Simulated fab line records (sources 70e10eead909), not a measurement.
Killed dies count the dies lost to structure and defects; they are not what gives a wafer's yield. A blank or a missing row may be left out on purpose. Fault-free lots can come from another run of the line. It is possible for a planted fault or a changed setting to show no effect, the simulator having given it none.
fab line records -- flow nand-harc
[record] lots = 6, wafers = 18, last-day = 33
route steps=1302 shown A_SLIT@942 A_SIN_REMOVE@947 A_WL_FILL@952 END@1302
lots with no fault: from the same line, run without faults
start-h: hours from the record's opening day to when the first of the lot's shown wafers began -- wait-h: hours since the lot's step before -- " identical to the entry in the row above -- L1.1+2: one row covering several wafers at once -- - no value, or no start given -- * or withheld: withheld -- < > ~ a bound
route shown NAME@n: names a module that has steps shown in the file, with the first one's number in the route -- usual: mean/standard deviation taken from wafers without a fault -- same: alike in all rows -- chamber/n: place in a boat -- sites: readings site by site -- _std_site: their standard deviation -- _edge_site: mean of outer sites minus mean of inner sites -- radius-mm: how far each site lies from the wafer's centre -- mask NAME#n: copy n -- behind: the tool/chamber that last shaped the wafer -- hold: reason for holding the lot/hours on hold/outcome of the hold -- device: whichever transistor did not switch (one of n, p or np) -- end of line: tests run on the same wafers once the route is complete -- for a step that has no rows: nothing shown but its recipe -- killed: dies that structure and defects cost at the first sort, which is not the same as the wafer's yield -- map: a wafer's dies, x killed, . not, _ none there
set.NAME: setting as actually run; set.NAME@STEP: the setting as run at that earlier step -- model.NAME: the simulator's own value behind a step, which no gauge read
lots at some steps of the route; a table a step, a row a wafer
services: a tool's chamber out of use, with start hour (start-h, from the record's first day; less than 0 if before it), hours out, and reason
[[steps]]
[step NHARC_A_SLIT_ETCH_29]
[recipe] target-depth-a = 1000, overetch-a = 100, time-s = 55, ion-energy-ev = 100, cf4-flow-sccm = 80, o2-flow-sccm = 20, ar-flow-sccm = 0, rf-w = 300, bias-w = 100, chemistry = CF4/O2
[usual] drypump-motor-current-A = 5.7/0.53, oes-product-au = 1.003/0.01, rf-vpp-V = 198.4/1.4, showerhead-plenum-p-Torr = 1.36/0.054, throttle-valve-pct = 13.398/0.0086
lot.wafer,tool,chamber,start-h,wait-h,drypump-motor-current-A,oes-product-au,rf-hours-counter-h,rf-vpp-V,showerhead-plenum-p-Torr,throttle-valve-pct
L138.3,rie-diel-12,2,474.84,0.2,5.4,1.010,3,197.4,1.27,13.401
L138.6,rie-diel-12,1,474.84,0.2,5.0,1.002,-,198.5,1.36,13.403
L138.4,rie-diel-12,2,474.84,0.2,5.4,1.019,-,195.4,1.27,13.388
L144.3,rie-diel-05,2,542.89,0.1,5.5,0.987,7,198.6,1.41,13.394
L144.2,rie-diel-05,3,542.89,0.1,6.1,0.999,7,198.1,1.27,13.388
L144.4,rie-diel-05,1,542.89,0.1,5.3,1.001,7,200.4,1.40,13.405
L145.2,rie-diel-07,1,548.51,0.1,4.9,0.991,2,199.8,1.41,13.405
L145.6,rie-diel-07,2,548.51,0.1,6.3,1.020,-,198.0,1.32,13.401
L145.5,rie-diel-07,3,548.51,0.1,6.6,1.000,-,197.4,1.31,13.398
L153.4,rie-diel-12,3,614.83,0.1,5.7,1.015,13,198.8,1.41,13.394
L153.5,rie-diel-12,1,614.83,0.1,5.0,0.999,-,199.9,1.36,13.395
L153.6,rie-diel-12,2,614.83,0.1,5.4,1.016,-,195.5,1.27,13.407
L155.3,rie-diel-05,3,636.23,0.1,6.2,0.999,2,197.1,1.27,13.390
L155.1,rie-diel-05,0,636.23,0.1,5.8,0.993,3,198.1,1.36,13.402
L155.6,rie-diel-05,1,636.23,0.1,5.3,1.005,-,197.5,1.40,13.386
L159.4,rie-diel-12,3,674.46,0.1,5.7,0.993,1,198.6,1.41,13.396
L159.3,rie-diel-12,1,674.46,0.1,5.0,0.984,1,197.8,1.36,13.389
L159.6,rie-diel-12,0,674.46,0.1,6.4,1.003,-,199.9,1.41,13.383
[step NHARC_A_SLIT_STRIP_18]
[recipe] o2-flow-sccm = 500, ar-flow-sccm = 0, bias-w = 0, chemistry = O2
[usual] drypump-motor-current-A = 5.7/0.53, oes-product-au = 1.003/0.0091, rf-vpp-V = 57.9/0.86, showerhead-plenum-p-Torr = 3.59/0.14, throttle-valve-pct = 17.038/0.0084
lot.wafer,tool,chamber,start-h,wait-h,drypump-motor-current-A,oes-product-au,rf-hours-counter-h,rf-vpp-V,showerhead-plenum-p-Torr,throttle-valve-pct
L138.3,rie-diel-12,1,-,-,5.0,1.007,3,57.5,3.59,17.030
L138.6,rie-diel-12,3,-,-,5.7,1.027,-,58.2,3.72,17.030
L138.4,rie-diel-12,2,-,-,5.4,1.014,-,57.3,3.37,17.033
L144.2,rie-diel-05,2,-,-,5.5,0.997,7,57.1,3.72,17.022
L144.3,rie-diel-05,3,-,-,6.2,0.993,7,58.4,3.37,17.042
L144.4,rie-diel-05,1,-,-,5.3,1.009,7,59.5,3.70,17.031
L145.2,rie-diel-07,3,-,-,6.6,0.983,3,56.8,3.46,17.042
L145.6,rie-diel-07,0,-,-,6.3,1.009,-,56.6,3.42,17.038
L145.5,rie-diel-07,1,-,-,4.9,1.005,-,58.3,3.72,17.035
L153.4,rie-diel-12,1,-,-,5.0,1.000,11,57.1,3.58,17.035
L153.6,rie-diel-12,0,-,-,6.4,1.012,-,57.1,3.71,17.049
L153.5,rie-diel-12,1,-,-,5.0,0.997,-,58.0,3.58,17.050
L155.1,rie-diel-05,1,-,-,5.3,1.007,2,56.7,3.70,17.037
L155.3,rie-diel-05,3,-,-,6.2,1.006,2,57.7,3.37,17.054
L155.6,rie-diel-05,0,-,-,5.8,1.009,-,58.7,3.60,17.022
L159.3,rie-diel-12,1,-,-,5.0,0.989,1,57.2,3.58,17.038
L159.4,rie-diel-12,2,-,-,5.4,1.007,1,57.5,3.37,17.035
L159.6,rie-diel-12,0,-,-,6.4,0.990,-,59.0,3.71,17.042
[step NHARC_A_SLIT_PRECLEAN_19]
[recipe] time-s = *, temp-c = 50, bath-age-min = 0, chemistry = SC1
[step NHARC_A_SLIT_SRD_20]
[step NHARC_A_SLIT_CD_MEAS_21]
[usual] cd-nm = 289.3/0.92
lot.wafer,tool,chamber,start-h,wait-h,cd-nm
L138.3,cd-sem-03,-,475.43,-,289.2
L138.4,cd-sem-03,-,475.43,-,287.8
L138.6,cd-sem-03,-,475.43,-,288.2
L144.2,cd-sem-02,-,543.43,-,287.2
L144.3,cd-sem-02,-,543.43,-,287.1
L144.4,cd-sem-02,-,543.43,-,288.9
L145.2,cd-sem-02,-,549.03,-,287.9
L145.5,cd-sem-02,-,549.03,-,288.0
L145.6,cd-sem-02,-,549.03,-,288.7
L153.4,cd-sem-02,-,615.36,-,290.2
L153.5,cd-sem-02,-,615.36,-,289.1
L153.6,cd-sem-02,-,615.36,-,289.8
L155.1,cd-sem-01,-,636.75,-,289.5
L155.3,cd-sem-01,-,636.75,-,289.8
L155.6,cd-sem-01,-,636.75,-,291.8
L159.3,cd-sem-03,-,675.00,-,289.9
L159.4,cd-sem-03,-,675.00,-,289.9
L159.6,cd-sem-03,-,675.00,-,289.8
[step NHARC_A_SIN_REMOVE_WET_00]
[recipe] temp-c = 160, time-s = 15300, chemistry = H3PO4
[step NHARC_A_SIN_REMOVE_PRECLEAN_01]
[recipe] time-s = *, temp-c = 50, bath-age-min = 0, chemistry = SC1
[step NHARC_A_SIN_REMOVE_SRD_02]
[step NHARC_A_SIN_REMOVE_INSPECT_04]
[usual] raw-defect-count = 397/84
lot.wafer,tool,chamber,start-h,wait-h,raw-defect-count
L138.3,defect-inspect-02,-,482.07,0.0,322
L138.4,defect-inspect-02,-,482.07,0.0,415
L138.6,defect-inspect-02,-,482.07,0.0,352
L144.2,defect-inspect-01,-,549.87,0.0,350
L144.3,defect-inspect-01,-,549.87,0.0,497
L144.4,defect-inspect-01,-,549.87,0.0,428
L145.2,defect-inspect-02,-,555.68,0.0,446
L145.5,defect-inspect-02,-,555.68,0.0,399
L145.6,defect-inspect-02,-,555.68,0.0,469
L153.4,defect-inspect-02,-,622.00,0.0,330
L153.5,defect-inspect-02,-,622.00,0.0,562
L153.6,defect-inspect-02,-,622.00,0.0,415
L155.1,defect-inspect-01,-,643.14,0.0,447
L155.3,defect-inspect-01,-,643.14,0.0,502
L155.6,defect-inspect-01,-,643.14,0.0,474
L159.3,defect-inspect-01,-,681.62,0.0,429
L159.4,defect-inspect-01,-,681.62,0.0,449
L159.6,defect-inspect-01,-,681.62,0.0,457
[step NHARC_A_WL_FILL_ALD_00]
[recipe] target-thk-a = 30, pulse-time-s = 3, ald-cycles = 30, temp-c = 300, material = Al2O3
[usual] ald-cycles = 30/0, heater-power-w = 458/55, precursor-pulse-height-rel = 1.000/0.022
lot.wafer,tool,chamber,start-h,wait-h,ald-cycles,heater-power-w,precursor-pulse-height-rel
L138.3,ald-hk-02,0,482.13,0.1,30,512,1.001
L138.4,ald-hk-02,2,482.13,0.1,30,462,0.945
L138.6,ald-hk-02,0,482.13,0.1,30,508,0.994
L144.2,ald-hk-04,0,550.12,0.2,30,397,0.993
L144.4,ald-hk-04,1,550.12,0.2,30,411,1.006
L144.3,ald-hk-04,2,550.12,0.2,30,503,0.981
L145.2,ald-hk-04,0,555.75,0.1,30,384,1.018
L145.6,ald-hk-04,0,555.75,0.1,30,402,1.012
L145.5,ald-hk-04,1,555.75,0.1,30,403,1.012
L153.4,ald-hk-04,3,622.12,0.1,30,540,0.994
L153.6,ald-hk-04,1,622.12,0.1,30,405,1.008
L153.5,ald-hk-04,2,622.12,0.1,30,483,1.008
L155.3,ald-hk-01,1,643.21,0.1,30,438,1.032
L155.1,ald-hk-01,2,643.21,0.1,30,431,0.941
L155.6,ald-hk-01,2,643.21,0.1,30,419,0.997
L159.4,ald-hk-02,3,681.68,0.1,30,426,1.006
L159.3,ald-hk-02,0,681.68,0.1,30,477,0.982
L159.6,ald-hk-02,3,681.68,0.1,30,433,0.988
[step NHARC_A_WL_FILL_RTA_01]
[recipe] temp-c = 1000, time-s = 5
[usual] lamp-power-pct = 35.44/0.042, lamp_zone_1_pct = 35.44/0.035, wafer_temp_C_max = 1004.5/0.85
lot.wafer,tool,chamber,start-h,wait-h,lamp-power-pct,lamp_zone_1_pct,wafer_temp_C_max
L138.3,rtp-anneal-01,0,482.45,-,35.49,35.45,1004.4
L138.4,rtp-anneal-01,0,482.45,-,35.48,35.46,1005.8
L138.6,rtp-anneal-01,0,482.45,-,35.46,35.43,1004.4
L144.2,rtp-anneal-01,0,550.56,-,35.45,35.43,1005.5
L144.3,rtp-anneal-01,0,550.56,-,35.42,35.43,1004.4
L144.4,rtp-anneal-01,0,550.56,-,35.42,35.44,1003.8
L145.2,rtp-anneal-01,0,556.05,-,35.42,35.43,1005.3
L145.5,rtp-anneal-01,0,556.05,-,35.44,35.47,1004.1
L145.6,rtp-anneal-01,0,556.05,-,35.41,35.41,1004.5
L153.4,rtp-anneal-01,0,622.52,-,35.45,35.44,1004.1
L153.5,rtp-anneal-01,0,622.52,-,35.48,35.48,1004.0
L153.6,rtp-anneal-01,0,622.52,-,35.44,35.44,1003.5
L155.1,rtp-anneal-02,0,643.48,-,35.47,35.41,1005.4
L155.3,rtp-anneal-02,0,643.48,-,35.49,35.47,1004.1
L155.6,rtp-anneal-02,0,643.48,-,35.44,35.44,1004.6
L159.3,rtp-anneal-02,0,681.99,-,35.43,35.45,1004.3
L159.4,rtp-anneal-02,0,681.99,-,35.47,35.37,1006.6
L159.6,rtp-anneal-02,0,681.99,-,35.46,35.41,1005.9
[step NHARC_A_WL_FILL_ALD_02]
[recipe] target-thk-a = 20, pulse-time-s = 3, ald-cycles = 100, temp-c = 450, material = TiN
[usual] ald-cycles = 100/0, heater-power-w = 1107/110, precursor-pulse-height-rel = 0.999/0.02
lot.wafer,tool,chamber,start-h,wait-h,ald-cycles,heater-power-w,precursor-pulse-height-rel
L138.4,ald-metal-02,1,482.68,0.2,100,1180,0.963
L138.3,ald-metal-02,2,482.68,0.2,100,1219,0.990
L138.6,ald-metal-02,0,482.68,0.2,100,1001,0.993
L144.2,ald-metal-04,0,550.74,0.2,100,1218,0.979
L144.4,ald-metal-04,1,550.74,0.2,100,958,0.997
L144.3,ald-metal-04,3,550.74,0.2,125,1248,0.959
L145.2,ald-metal-04,1,556.32,0.2,100,960,0.979
L145.5,ald-metal-04,3,556.32,0.2,125,1223,0.995
L145.6,ald-metal-04,0,556.32,0.2,100,1186,1.004
L153.4,ald-metal-04,3,622.69,0.1,100,1226,1.006
L153.5,ald-metal-04,2,622.69,0.1,100,1116,0.979
L153.6,ald-metal-04,3,622.69,0.1,100,1205,1.019
L155.1,ald-metal-03,3,643.77,0.3,100,1133,0.992
L155.3,ald-metal-03,0,643.77,0.3,100,1156,1.011
L155.6,ald-metal-03,1,643.77,0.3,100,881,0.986
L159.4,ald-metal-04,2,682.15,0.1,100,1072,1.025
L159.3,ald-metal-04,3,682.15,0.1,100,1191,0.997
L159.6,ald-metal-04,3,682.15,0.1,100,1190,0.999
[step NHARC_END_SORT_01]
[recipe] temp-c = 25
[usual] killed-at-array = 41/10, killed-at-other = 0.8/0.91, killed-at-periphery = 4.2/2.9, killed-dies = 46/10, killed-open = 3.5/2.1, killed-short = 2.5/1.6
[same] gross-dies = 677
lot.wafer,tool,chamber,start-h,wait-h,killed-at-array,killed-at-other,killed-at-periphery,killed-dies,killed-open,killed-short
L138.3,prober-02,0,587.21,3.1,40,1,4,45,2,4
L138.4,prober-02,0,588.00,3.4,41,1,2,44,4,1
L138.6,prober-02,0,589.58,3.9,48,0,2,50,2,1
L144.2,prober-01,0,649.70,2.8,37,1,4,42,3,1
L144.3,prober-01,0,650.49,3.1,36,1,1,38,5,1
L144.4,prober-01,0,651.29,3.4,40,0,3,43,8,5
L153.4,prober-01,0,722.91,3.4,32,2,10,44,3,0
L153.5,prober-01,0,723.70,3.7,40,2,6,48,3,4
L153.6,prober-01,0,724.49,4.0,41,0,2,43,2,2
L155.1,prober-01,0,739.58,2.5,41,3,1,45,1,2
L155.3,prober-01,0,741.18,3.1,50,0,1,51,3,2
L155.6,prober-01,0,743.58,4.0,52,2,2,56,4,3
// killed by level:class
L138.3 A_CHANNEL_HOLE_D1:chamber-film-flake=20 A_SLIT:chamber-film-flake=10 A_CONTACT:chamber-film-flake=2 P_CONTACT:geometric-particle:short=1 A_CHANNEL_FILL_D1:geometric-particle:short=1 A_DECK1_JOINT:geometric-particle:short=1 A_ONON_D2:geometric-particle:short=1 A_WL_FILL:geometric-particle:open=1
L138.4 A_CHANNEL_HOLE_D1:chamber-film-flake=15 A_SLIT:chamber-film-flake=13 A_CHANNEL_HOLE_D2:chamber-film-flake=5 P_CONTACT:geometric-particle:open=2 A_STAIRCASE:chamber-film-flake=2 A_CONTACT:chamber-film-flake=2 A_M0:geometric-particle:open=1 A_M1:geometric-particle:open=1
L138.6 A_CHANNEL_HOLE_D1:chamber-film-flake=16 A_SLIT:chamber-film-flake=14 A_CONTACT:chamber-film-flake=7 A_CHANNEL_HOLE_D2:chamber-film-flake=4 A_STAIRCASE:chamber-film-flake=3 P_GATE:chamber-film-flake=2 A_ONON_D1:geometric-particle:open=1 A_ONON_D2:geometric-particle:short=1
L144.2 A_SLIT:chamber-film-flake=10 A_CONTACT:chamber-film-flake=7 A_CHANNEL_HOLE_D2:chamber-film-flake=6 A_CHANNEL_HOLE_D1:chamber-film-flake=4 P_GATE:chamber-film-flake=3 A_CHANNEL_FILL_D1:chamber-film-flake=3 A_BLC:chamber-film-flake=2 P_M0:geometric-particle:open=1
L144.3 A_SLIT:chamber-film-flake=11 A_WL_FILL:chamber-film-flake=4 A_CONTACT:chamber-film-flake=4 A_CHANNEL_HOLE_D1:chamber-film-flake=3 A_CHANNEL_HOLE_D2:chamber-film-flake=3 A_CHANNEL_FILL_D1:chamber-film-flake=2 A_DECK1_JOINT:chamber-film-flake=2 P_M0:geometric-particle:open=1
L144.4 A_SLIT:chamber-film-flake=12 A_CONTACT:chamber-film-flake=4 A_CHANNEL_HOLE_D1:chamber-film-flake=3 A_DECK1_JOINT:chamber-film-flake=3 A_WL_FILL:chamber-film-flake=3 A_CHANNEL_FILL_D1:geometric-particle:short=2 A_CHANNEL_HOLE_D2:chamber-film-flake=2 P_CONTACT:geometric-particle:open=1
L153.4 A_SLIT:chamber-film-flake=11 P_GATE:chamber-film-flake=6 P_M1:chamber-film-flake=4 A_CONTACT:chamber-film-flake=4 A_BONDPAD:chamber-film-flake=3 A_CHANNEL_HOLE_D1:chamber-film-flake=2 A_CHANNEL_HOLE_D2:chamber-film-flake=2 A_STAIRCASE:chamber-film-flake=2
L153.5 A_SLIT:chamber-film-flake=13 A_CHANNEL_HOLE_D1:chamber-film-flake=7 A_BONDPAD:chamber-film-flake=5 P_M1:chamber-film-flake=4 A_STAIRCASE:chamber-film-flake=3 A_CONTACT:chamber-film-flake=3 A_CHANNEL_FILL_D1:geometric-particle:short=2 A_M1:geometric-particle:open=2
L153.6 A_SLIT:chamber-film-flake=15 A_CHANNEL_HOLE_D1:chamber-film-flake=7 A_CONTACT:chamber-film-flake=5 A_STAIRCASE:chamber-film-flake=3 A_M0:chamber-film-flake=2 A_BONDPAD:chamber-film-flake=2 A_CHANNEL_FILL_D1:geometric-particle:short=1 A_DECK1_JOINT:geometric-particle:short=1
L155.1 A_SLIT:chamber-film-flake=16 A_CHANNEL_HOLE_D2:chamber-film-flake=9 A_STAIRCASE:chamber-film-flake=6 A_CHANNEL_HOLE_D1:chamber-film-flake=3 THIN_TSV:chamber-film-flake=3 A_M1:chamber-film-flake=2 A_CHANNEL_FILL_D1:geometric-particle:short=1 A_CHANNEL_FILL_D2:geometric-particle:open=1
L155.3 A_SLIT:chamber-film-flake=13 A_STAIRCASE:chamber-film-flake=8 A_CHANNEL_HOLE_D1:chamber-film-flake=7 A_CHANNEL_HOLE_D2:chamber-film-flake=7 A_M1:chamber-film-flake=4 A_CONTACT:chamber-film-flake=3 A_ONON_D1:geometric-particle:short=1 A_ONON_D1:geometric-particle:open=1
L155.6 A_CHANNEL_HOLE_D2:chamber-film-flake=14 A_SLIT:chamber-film-flake=13 A_STAIRCASE:chamber-film-flake=6 A_M1:chamber-film-flake=6 A_CHANNEL_FILL_D2:chamber-film-flake=3 A_CONTACT:chamber-film-flake=3 A_CHANNEL_FILL_D1:geometric-particle:short=2 P_STI:geometric-particle:short=1
[[services]]
tool,chamber,start-h,hours,kind
rie-diel-12,0,455.43,-,clean
rie-diel-07,-,471.22,9.0,pm
ald-metal-04,-,474.00,10.0,pm
ald-metal-03,-,481.63,0.6,repair
ald-metal-02,1,507.15,4.6,repair
rie-diel-07,0,512.88,1.2,repair
ald-metal-02,0,517.52,19.9,repair
ald-hk-04,-,535.61,1.5,repair
rie-diel-12,2,544.23,16.7,repair
rie-diel-05,1,547.89,9.6,repair
ald-metal-04,-,549.59,0.9,repair
ald-metal-03,-,568.00,10.0,pm
rie-diel-12,0,568.12,15.6,repair
rie-diel-12,3,574.13,1.2,repair
ald-metal-02,-,577.85,0.6,repair
rie-diel-05,-,583.60,9.0,pm
ald-metal-04,1,594.33,12.0,repair
ald-metal-02,-,610.00,10.0,pm
ald-hk-04,-,610.32,10.0,pm
rie-diel-12,-,623.43,9.0,pm
ald-metal-03,1,627.33,10.9,repair
rie-diel-07,-,648.22,9.0,pm
ald-metal-04,-,652.00,10.0,pm
ald-hk-01,-,662.25,1.0,repair
[[key]]
[first-sign] step = NHARC_A_WL_FILL_ALD_02, reading = ald-cycles, direction = up, sigmas = 99+, usual = 100, struck = 125
effect none on later readings
met-at NHARC_A_WL_FILL_ALD_02
struck-wafers L144.3,L145.5
tester-left-out L144,L145
[fault] kind = process-parameter-drift, tool = ald-metal-04, chamber = 3, onset-h = 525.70, steps = NHARC_A_WL_FILL_ALD_02, channel = ald-cycles, offset = 25, shape = step, end-h = 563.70, acts-in = these-recipes-only, stated = 100
// tester-left-out: of these lots the tester's yield and bins aren't shown, on N5 and GAA mostly nor the transistor test; their killed dies are dies lost to structure and defects alone, not to doping, threshold or leakage, so they don't give the yield
